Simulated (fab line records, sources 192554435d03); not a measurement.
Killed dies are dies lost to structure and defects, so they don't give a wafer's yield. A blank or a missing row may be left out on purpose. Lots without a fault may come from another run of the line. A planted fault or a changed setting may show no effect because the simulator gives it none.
A struck lot beside a sound one | flow n5_finfet | 42 steps out of a route of 1938
Sound: wafers L766.1, L766.2, L766.3. Struck: wafers L771.2, L771.3, L771.5. The cause comes at the end.
At each step with rows: each side's tool, then ch and its chambers, then its first start. Under that, the readings that differ: sound wafers | struck wafers | difference of the means | sigmas: that difference in standard deviations of wafers without a fault.
alike: readings whose means differ by less than 2 such deviations, and words and numbers that are the same on both sides. not compared: withheld readings, readings that some wafer has no value for, bounds like >300 that may hide the same value, and numbers for which the record gives no deviation and whose values overlap.
The two part at a step that has a row with sigmas, a row that says differs or no value, or rows on one side only. Numbers that don't overlap but have no deviation are shown without sigmas and don't part them. A reading that every wafer of one side lacks parts them only if that side has two wafers or more.

first, 2 steps without rows for these wafers: N5_BEOL_M2_ETCH_41 (etches SiCN in CH3F/O2, target depth 29.9 nm, time 52.5 s); N5_BEOL_M2_STRIP_97 (strips in N2/H2, time 10 s).
N5_BEOL_M2_OCD_MEAS_38:
  sound on ocd-02, day 9 09:51; struck on ocd-01, day 10 07:13
  alike: trench_depth_nm
then, 4 steps without rows for these wafers: N5_BEOL_M2_HM_STRIP_39 (strips TiN in peroxide tin strip, target depth 25 nm, time 158 s); N5_BEOL_M2_SRD_40 (time 30 s); N5_BEOL_M2_PRECLEAN_42 (cleans in residue remover, time 60 s); N5_BEOL_M2_SRD_43 (time 30 s).
N5_BEOL_M2_CD_MEAS_35: target cd 18 nm, target cd y 22.2 nm.
  sound on cd_sem-01, day 9 10:00; struck on cd_sem-01, day 10 07:22
  alike: cd_nm
then, 1 step without rows for these wafers: N5_BEOL_M2_DEGAS_44 (time 60 s).
N5_BEOL_M2_PRE_CLEAN_45: time 30 s.
  sound on pvd_sputter-03, day 9 10:24; struck on pvd_sputter-03, day 10 07:48
  alike: heater_power_w
N5_BEOL_M2_ALD_84: deposits TaN, pulse time 2 s, purge time 3 s, co reactant purge time 2 s.
  sound on ald_metal-02 ch 1,2,3, day 9 10:28; struck on ald_metal-02 ch 0,3, day 10 07:52
  alike: heater_power_w
  not compared: since_wet_clean_h
then, 1 step without rows for these wafers: N5_BEOL_M2_SURFACE_TREAT_85.
N5_BEOL_M2_CVD_47: deposits Co from CCTBA/H2, target thk 3 nm, time 223.8 s.
  sound on cvd_co-02 ch 0,1,2, day 9 10:52; struck on cvd_co-02 ch 0,1, day 10 08:13
  not compared: since_wet_clean_h
then, 11 steps without rows for these wafers: N5_BEOL_M2_SPUTTER_48 (material Cu, target thk 4.5 nm, time 8.29 s); N5_BEOL_M2_ANNEAL_49 (time 240 s); N5_BEOL_M2_SPUTTER_79 (material Cu, target thk 4.5 nm, time 8.29 s); N5_BEOL_M2_ANNEAL_80 (time 240 s); N5_BEOL_M2_SPUTTER_81 (material Cu, target thk 4.5 nm, time 8.29 s); N5_BEOL_M2_ANNEAL_82 (time 240 s); N5_BEOL_M2_SPUTTER_86 (material Cu, target thk 4.5 nm, time 8.29 s); N5_BEOL_M2_ANNEAL_87 (time 240 s); N5_BEOL_M2_SPUTTER_88 (material Cu, target thk 4.5 nm, time 8.29 s); N5_BEOL_M2_ANNEAL_89 (time 240 s); N5_BEOL_M2_SPUTTER_90 (material Cu, target thk 4.5 nm, time 8.29 s).
N5_BEOL_M2_ANNEAL_91: time 240 s.
  sound on pvd_sputter-03, day 9 12:12; struck on pvd_sputter-02, day 10 09:33
  alike: heater_power_w
then, 1 step without rows for these wafers: N5_BEOL_M2_SPUTTER_92 (material Cu, target thk 4.5 nm, time 8.29 s).
N5_BEOL_M2_ANNEAL_93: time 240 s.
  sound on pvd_sputter-03, day 9 12:25; struck on pvd_sputter-02, day 10 09:46
  alike: heater_power_w
then, 6 steps without rows for these wafers: N5_BEOL_M2_SPUTTER_94 (material Cu, target thk 4.5 nm, time 8.29 s); N5_BEOL_M2_ANNEAL_95 (time 240 s); N5_BEOL_M2_SPUTTER_96 (material Cu, target thk 4.5 nm, time 8.29 s); N5_BEOL_M2_ECD_50 (material Cu, target thk 300 nm); N5_BEOL_M2_ANNEAL_51 (time 90 s); N5_BEOL_M2_CMP_52 (polishes, stops on SiOC, t overpolish 6.8 s, target thk 40 nm).
N5_BEOL_M2_THK_MEAS_53: measures by xrf.
  sound on film_metro-01, day 9 13:34; struck on film_metro-02, day 10 10:56
  alike: M2_THK
then, 1 step without rows for these wafers: N5_BEOL_M2_PRE_CLEAN_60 (time 15 s).
N5_BEOL_M2_CO_CAP_55: material Co, precursor CCTBA/H2, target thk 2 nm, time 102.1 s.
  sound on cvd_co-01 ch 0,1,2, day 9 13:38; struck on cvd_co-01 ch 0,1, day 10 11:01
  alike: heater_power_w
  not compared: since_wet_clean_h
then, 2 steps without rows for these wafers: N5_BEOL_M2_PRE_CLEAN_56 (time 15 s); N5_BEOL_M2_DEP_57 (deposits SiCN from 3MS/NH3, target thk 8 nm, time 14 s).
N5_BEOL_M2_RS_MEAS_58: measures by four-point-probe.
  sound on film_metro-01, day 9 13:52; struck on film_metro-02, day 10 11:13
  alike: M2_RS
then, 1 step without rows for these wafers: N5_BEOL_M3_ILD_DEP_00 (deposits SiOC from DEMS/O2, target thk 79 nm, time 15.3 s).
N5_BEOL_M3_THK_MEAS_01:
  sound on film_metro-02, day 9 13:59; struck on film_metro-02, day 10 11:21
  alike: M3_ILD_THK
-- the record jumps here: 5 days lie between the struck wafers' starts before and after (it left off in module BEOL_M3 and takes up again in module PASSIVATION, whose first step shown is number 1936 of the route) --
N5_PASSIVATION_PROBE_49:
  the record has rows for the struck wafers here (prober-01, day 15 21:32) and none for the sound ones

WHERE THEY PART
Only at N5_PASSIVATION_PROBE_49, within this record.

WHY: what the simulator had put in
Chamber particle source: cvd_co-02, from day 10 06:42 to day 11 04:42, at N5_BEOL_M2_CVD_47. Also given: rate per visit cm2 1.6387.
